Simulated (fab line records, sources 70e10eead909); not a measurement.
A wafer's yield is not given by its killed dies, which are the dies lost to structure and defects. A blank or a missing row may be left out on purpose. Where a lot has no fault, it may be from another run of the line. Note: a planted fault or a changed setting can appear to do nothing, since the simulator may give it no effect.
fab line records | flow nandHarc
record: lots: 6 wafers: 18 lastDay: 32
route steps=1302 shown A_DECK1_JOINT@533 A_ONON_D2@545
lots that met no fault: from a run of the same line without faults
startH: hours from the record's first day to the start of the lot's first wafer shown | waitH: hours elapsed since this lot's preceding step | " identical to the entry in the row above | L1.1+2: one row covering several wafers at once | - either no value or no given start | * or withheld: withheld | < > ~ a bound
route shown NAME@n: names a module that has steps shown in the file, with the first one's number in the route | usual: the fault-free wafers' mean and standard deviation | same: alike in all rows | chamber/n: place in a boat | sites: each site's reading | _std_site: standard deviation of those values | _edge_site: outer sites' mean less inner sites' | radiusMm: how far each site lies from the wafer's centre | mask NAME#n: copy n | behind: the last tool/chamber to shape the wafer | hold: reason for holding the lot/hours on hold/outcome of the hold | device: names the non-switching transistor (n, p or np) | end of line: the same wafers' tests at the end of the route | where a step has no rows: the recipe by itself | killed: count of dies lost to structure and defects at first sort (not the wafer's yield) | map: the dies of a wafer, with x for killed, . for not killed, _ for no die there
set.NAME: the run value of the setting; set.NAME@STEP: its run value at that earlier step | model.NAME: the simulator's own value behind a step, which no gauge read
a table for each step, a row for each wafer; lots at some steps of the route
services: from which hour (startH, from the record's first day; less than 0 if before it) a tool's chamber was out of use, for how many hours, and why
== steps ==
step: NHARC_A_DECK1_JOINT_CVD_34
recipe: targetThkA: 200 tempC: 700 pressureMtorr: 300 material: SiNx
step: NHARC_A_DECK1_JOINT_DEP_06
recipe: targetThkA: 800 tempC: 65 material: SiOx
step: NHARC_A_DECK1_JOINT_CURE_26
recipe: tempC: 150 timeS: 32 pressureAtm: 0.395
step: NHARC_A_DECK1_JOINT_ANNEAL_27
recipe: tempC: 400 timeS: 3600 idleTempC: 300 rampUpCPerMin: 10 densificationPH2oTorr: 640
step: NHARC_A_DECK1_JOINT_ANNEAL_28
recipe: tempC: 500 timeS: 1800 idleTempC: 400 rampUpCPerMin: 10 densificationPH2oTorr: 640
step: NHARC_A_DECK1_JOINT_ANNEAL_29
recipe: tempC: 750 timeS: 1800 idleTempC: 500 rampUpCPerMin: 10 rampDownCPerMin: 3
step: NHARC_A_DECK1_JOINT_CMP_02
recipe: material: SiOx
usual: motorCurrentA: 11.9/1.4 slurryFilterDpKPa: 13.51/0.13 slurryFlowMlMin: 150.0/0.48
columns lot.wafer tool chamber startH waitH motorCurrentA slurryFilterDpKPa slurryFlowMlMin
L495.4 cmp-04 2 294.85 0.4 10.4 13.38 150.9
L495.3 " 0 " " 12.8 13.50 149.4
L495.5 " 3 " " 12.4 13.52 150.0
L498.1 cmp-01 3 309.43 0.4 11.1 13.68 149.6
L498.5 " 0 " " 10.6 13.37 150.1
L498.6 " 1 " " 15.5 13.55 150.4
L507.4 cmp-02 3 409.27 0.4 12.3 13.68 149.3
L507.2 " 0 " " 11.1 13.48 150.3
L507.6 " 3 " " 12.3 13.42 150.5
L509.4 cmp-02 1 416.41 0.4 13.2 13.60 150.3
L509.1 " 2 " " 10.6 13.51 150.2
L509.5 " 1 " " 14.1 13.46 150.1
L515.2 cmp-01 1 485.59 0.4 15.1 13.38 149.4
L515.5 " 3 " " 11.5 13.30 149.5
L515.6 " 0 " " 10.6 13.47 149.1
L516.4 cmp-02 0 494.44 0.4 11.0 13.55 149.8
L516.2 " 2 " " 10.8 13.43 150.2
L516.5 " 0 " " 10.9 13.61 149.4
step: NHARC_A_DECK1_JOINT_SRD_15
step: NHARC_A_DECK1_JOINT_DEP_16
recipe: targetThkA: 450 tempC: 400 pressureTorr: 6.5 rfW: 900 teosFlowSccm: 161.4 flowSccm: 2650 targetThkNm: 45 gas: O2 material: SiO2
usual: heaterPowerW: 521/91 susceptorTempC: 399.96/0.21 throttleValvePct: 16.0/0.32
columns lot.wafer tool chamber startH waitH heaterPowerW susceptorTempC throttleValvePct
L495.3 pecvd-02 1 295.27 0.1 543 400.10 16.2
L495.5 " 0 " " 671 399.95 16.5
L495.4 " 2 " " 576 399.86 16.1
L498.1 pecvd-03 0 309.80 0.1 448 400.00 16.5
L498.5 " 2 " " 501 399.48 15.7
L498.6 " 0 " " 451 399.83 16.2
L507.2 pecvd-01 2 409.71 0.1 484 399.94 16.3
L507.6 " 0 " " 439 399.73 16.3
L507.4 " 1 " " 612 399.68 16.0
L509.1 pecvd-03 1 416.79 0.1 554 399.95 15.5
L509.5 " 2 " " 500 399.75 15.5
L509.4 " 0 " " 339 399.97 15.8
L515.2 pecvd-01 1 485.93 0.1 712 399.93 15.9
L515.5 " 2 " " 604 400.02 16.2
L515.6 " 0 " " 415 400.08 16.5
L516.2 pecvd-02 1 494.86 0.1 432 399.48 16.1
L516.5 " 0 " " 557 399.92 16.2
L516.4 " 1 " " 431 399.66 16.4
step: NHARC_A_DECK1_JOINT_THK_MEAS_17
recipe: thkMeasGauge: ellipsometry
usual: thkNm: 45.2/1.1
columns lot.wafer tool chamber startH waitH thkNm
L495.3 filmMetro-01 - 295.53 0.2 46.5
L495.4 " - " " 46.4
L495.5 " - " " 46.7
L498.1 filmMetro-01 - 310.02 0.2 45.7
L498.5 " - " " 45.7
L498.6 " - " " 44.6
L507.2 filmMetro-01 - 409.94 0.2 45.8
L507.4 " - " " 45.5
L507.6 " - " " 46.7
L509.1 filmMetro-02 - 417.07 0.3 44.0
L509.4 " - " " 44.7
L509.5 " - " " 45.8
L515.2 filmMetro-01 - 486.21 0.3 46.4
L515.5 " - " " 46.5
L515.6 " - " " 44.9
L516.2 filmMetro-01 - 495.08 0.2 44.6
L516.4 " - " " 47.4
L516.5 " - " " 45.3
step: NHARC_A_DECK1_JOINT_INSPECT_05
usual: rawDefectCount: 330/120
columns lot.wafer tool chamber startH waitH rawDefectCount
L495.3 defectInspect-01 - 295.56 0.0 196
L495.4 " - " " 372
L495.5 " - " " 229
L498.1 defectInspect-02 - 310.06 0.0 332
L498.5 " - " " 221
L498.6 " - " " 255
L507.2 defectInspect-01 - 409.97 0.0 312
L507.4 " - " " 607
L507.6 " - " " 442
L509.1 defectInspect-01 - 417.11 0.0 318
L509.4 " - " " 266
L509.5 " - " " 260
L515.2 defectInspect-01 - 486.25 0.0 333
L515.5 " - " " 295
L515.6 " - " " 199
L516.2 defectInspect-02 - 495.12 0.0 261
L516.4 " - " " 253
L516.5 " - " " 198
step: NHARC_A_ONON_D2_DEP_00
recipe: targetThkA: 10000 n2FlowSccm: 2750 n2oFlowSccm: 2000 nh3FlowSccm: 500 sih4FlowSccm: 210 tempC: 400
usual: susceptorTempC: 400.00/0.2
columns lot.wafer tool chamber startH waitH susceptorTempC
L495.3 pecvdOnon-02 0 295.74 0.2 399.95
L495.4 " 0 " " 399.77
L495.5 " 0 " " 399.97
L498.1 pecvdOnon-01 0 310.12 0.1 400.36
L498.5 " 0 " " 400.00
L498.6 " 0 " " 399.92
L507.2 pecvdOnon-01 0 410.10 0.1 399.97
L507.4 " 0 " " 400.20
L507.6 " 0 " " 399.98
L509.1 pecvdOnon-01 0 417.18 0.1 400.08
L509.4 " 0 " " 400.10
L509.5 " 0 " " 400.12
L515.2 pecvdOnon-02 0 486.37 0.1 400.20
L515.5 " 0 " " 400.10
L515.6 " 0 " " 400.42
L516.2 pecvdOnon-01 0 495.24 0.1 400.17
L516.4 " 0 " " 400.06
L516.5 " 0 " " 399.94
step: NHARC_A_ONON_D2_THK_MEAS_02
recipe: thkMeasGauge: ellipsometry
usual: thkNm: 1001/7.9
columns lot.wafer tool chamber startH waitH thkNm
L495.3 filmMetro-01 - 296.14 - 1015
L495.4 " - " " 1013
L495.5 " - " " 1014
L498.1 filmMetro-01 - 310.64 - 1002
L498.5 " - " " 1004
L498.6 " - " " 1004
L507.2 filmMetro-01 - 410.55 - 855
L507.4 " - " " 855
L507.6 " - " " 853
L509.1 filmMetro-01 - 417.68 - 855
L509.4 " - " " 854
L509.5 " - " " 855
L515.2 filmMetro-01 - 486.82 - 999
L515.5 " - " " 1001
L515.6 " - " " 999
L516.2 filmMetro-02 - 495.69 - 998
L516.4 " - " " 996
L516.5 " - " " 999
step: NHARC_A_ONON_D2_DEP_03
recipe: targetThkA: 10000 n2FlowSccm: 2750 n2oFlowSccm: 2000 nh3FlowSccm: 500 sih4FlowSccm: 210 tempC: 400
== services ==
columns tool chamber startH hours kind
cmp-02 - 273.48 0.8 repair
cmp-01 - 276.02 3.8 repair
cmp-01 - 283.50 4.0 pm
pecvd-03 0 295.80 9.8 repair
pecvd-01 1 295.95 13.5 repair
cmp-04 - 307.02 4.0 pm
pecvd-01 - 311.00 13.0 pm
cmp-02 - 330.50 4.0 pm
cmp-01 - 356.69 3.4 repair
pecvd-01 1 360.53 10.4 repair
pecvd-03 - 366.00 13.0 pm
pecvdOnon-02 - 366.32 13.0 pm
cmp-01 - 381.50 4.0 pm
cmp-04 - 388.07 2.9 repair
cmp-02 - 391.54 1.1 repair
cmp-04 - 405.02 4.0 pm
pecvd-02 - 408.14 13.0 pm
cmp-02 - 428.50 4.0 pm
pecvd-01 0 431.89 2.6 repair
pecvdOnon-01 - 450.00 13.0 pm
pecvd-02 1 466.09 3.3 repair
cmp-01 - 479.50 4.0 pm
pecvdOnon-01 - 484.97 2.6 repair
pecvd-01 - 492.00 13.0 pm
== key ==
firstSign: step: NHARC_A_ONON_D2_THK_MEAS_02 reading: thkNm direction: down sigmas: 19 usual: 1001 struck: 855
effect none on later readings
metAt NHARC_A_ONON_D2_DEP_00
struckWafers L507.2,L507.4,L507.6,L509.1,L509.4,L509.5
laterRowsLeftOut L507.2,L507.4,L507.6,L509.1,L509.4,L509.5
sortLeftOut L507.2,L507.4,L507.6,L509.1,L509.4,L509.5
testerLeftOut L507,L509
onsetBetween 310.12 410.10
fault: kind: processParameterDrift tool: pecvdOnon-01 chamber: - onsetH: 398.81 steps: NHARC_A_ONON_D2_DEP_00 channel: targetThkA offset: * shape: step endH: 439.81 actsIn: * stated: *
testerLeftOut: of these lots the tester's yield and bins aren't shown, on N5 and GAA mostly nor the transistor test; their killed dies are dies lost to structure and defects alone, not to doping, threshold or leakage, so they don't give the yield
sortLeftOut: the simulated sort isn't trusted on such a fault, so these wafers' sort isn't shown, and their yield isn't known
laterRowsLeftOut: the simulator's readings of these wafers behind a module that went badly wrong aren't trusted and aren't shown, but for the sort
